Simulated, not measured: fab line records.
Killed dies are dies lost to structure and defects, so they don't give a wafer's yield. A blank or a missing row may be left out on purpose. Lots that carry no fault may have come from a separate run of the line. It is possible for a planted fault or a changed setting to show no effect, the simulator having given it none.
Tool commonality check -- flow nand_harc -- Sampled: 3 lots, 9 wafers

WHY THIS WAS OPENED
Flagged at NHARC_END_SORT_01: reading killed_at_array, on 3 of 3 lots. Fault-free wafers read 57, with a standard deviation of 20.
Rule: a lot gets a flag if all its wafers with a number sit over 4 standard deviations from that mean, or if no wafer of it has a number. The other lots count as sound.

lot,measured,on,"killed_at_array, wafer by wafer",flag
L689,day 29 22:08,prober-01,660 674 673,FLAGGED
L690,day 30 10:13,prober-02,673 672 676,FLAGGED
L691,day 30 15:40,prober-02,675 676 674,FLAGGED
On average the flagged lots' numbers are 673, which is +616 against the usual, or +31 standard deviations.

WHICH TOOL RAN EACH LOT
Before the reading, the record contains 4 process steps out of a 1302-step route. Each cell gives the tool, then ch followed by the chambers the sampled wafers passed through, then the start.
lot,flag,NHARC_A_STAIRCASE_ETCH_25,NHARC_A_STAIRCASE_ETCH_188,NHARC_A_STAIRCASE_TRIM_198,NHARC_A_STAIRCASE_ETCH_199
L689,FLAGGED,"rie_diel-01 ch 1,2, day 20 23:21 or earlier","rie_diel-04 ch 0,1,3, day 20 23:21 or earlier","rie_diel-04 ch 0,2, day 20 23:21","rie_diel-04 ch 0,1,2, day 29 22:08 or earlier"
L690,FLAGGED,"rie_diel-01 ch 0,3, day 21 21:40 or earlier","rie_diel-04 ch 1,2,3, day 21 21:40 or earlier","rie_diel-07 ch 0,2,3, day 21 21:40","rie_diel-07 ch 0,3, day 30 10:13 or earlier"
L691,FLAGGED,"rie_diel-04 ch 0,2,3, day 22 11:56 or earlier","rie_diel-07 ch 0,1,2, day 22 11:56 or earlier","rie_diel-07 ch 1,2,3, day 22 11:56","rie_diel-07 ch 0,1,2, day 30 15:40 or earlier"
What is done by these steps:
- NHARC_A_STAIRCASE_ETCH_25: etches the open film in C4F8/O2, target depth 100 nm, time 40.5 s.
- NHARC_A_STAIRCASE_ETCH_188: etches the open film in C4F8/O2, target depth 100 nm, time 40.5 s.
- NHARC_A_STAIRCASE_TRIM_198: chemistry O2, time 211.2 s.
- NHARC_A_STAIRCASE_ETCH_199: etches the open film in C4F8/O2, target depth 100 nm, time 40.5 s.
- NHARC_END_SORT_01

FLAGGED AGAINST TOTAL, ONE TOOL AT A TIME (gauges that did the reading follow at the end)
step,tool,lots run,flagged,share of the flagged lots,sound lots run after its first flagged lot
NHARC_A_STAIRCASE_ETCH_25,rie_diel-01,2,2,some,0
NHARC_A_STAIRCASE_ETCH_25,rie_diel-04,1,1,some,0
NHARC_A_STAIRCASE_ETCH_188,rie_diel-04,2,2,some,0
NHARC_A_STAIRCASE_ETCH_188,rie_diel-07,1,1,some,0
NHARC_A_STAIRCASE_TRIM_198,rie_diel-04,1,1,some,0
NHARC_A_STAIRCASE_TRIM_198,rie_diel-07,2,2,some,0
NHARC_A_STAIRCASE_ETCH_199,rie_diel-04,1,1,some,0
NHARC_A_STAIRCASE_ETCH_199,rie_diel-07,2,2,some,0
NHARC_END_SORT_01,prober-01,1,1,some,0
NHARC_END_SORT_01,prober-02,2,2,some,0
NHARC_A_STAIRCASE_ETCH_25: start missing for some lots; hours and lot order therefore follow NHARC_A_STAIRCASE_TRIM_198. NHARC_A_STAIRCASE_ETCH_188: start missing for some lots; hours and lot order therefore follow NHARC_A_STAIRCASE_TRIM_198. NHARC_A_STAIRCASE_ETCH_199: start missing for some lots; hours and lot order therefore follow NHARC_END_SORT_01.

WHAT THE TABLE PERMITS
No row of the table ran every flagged lot.

WHAT WAS PUT IN BY THE SIMULATOR
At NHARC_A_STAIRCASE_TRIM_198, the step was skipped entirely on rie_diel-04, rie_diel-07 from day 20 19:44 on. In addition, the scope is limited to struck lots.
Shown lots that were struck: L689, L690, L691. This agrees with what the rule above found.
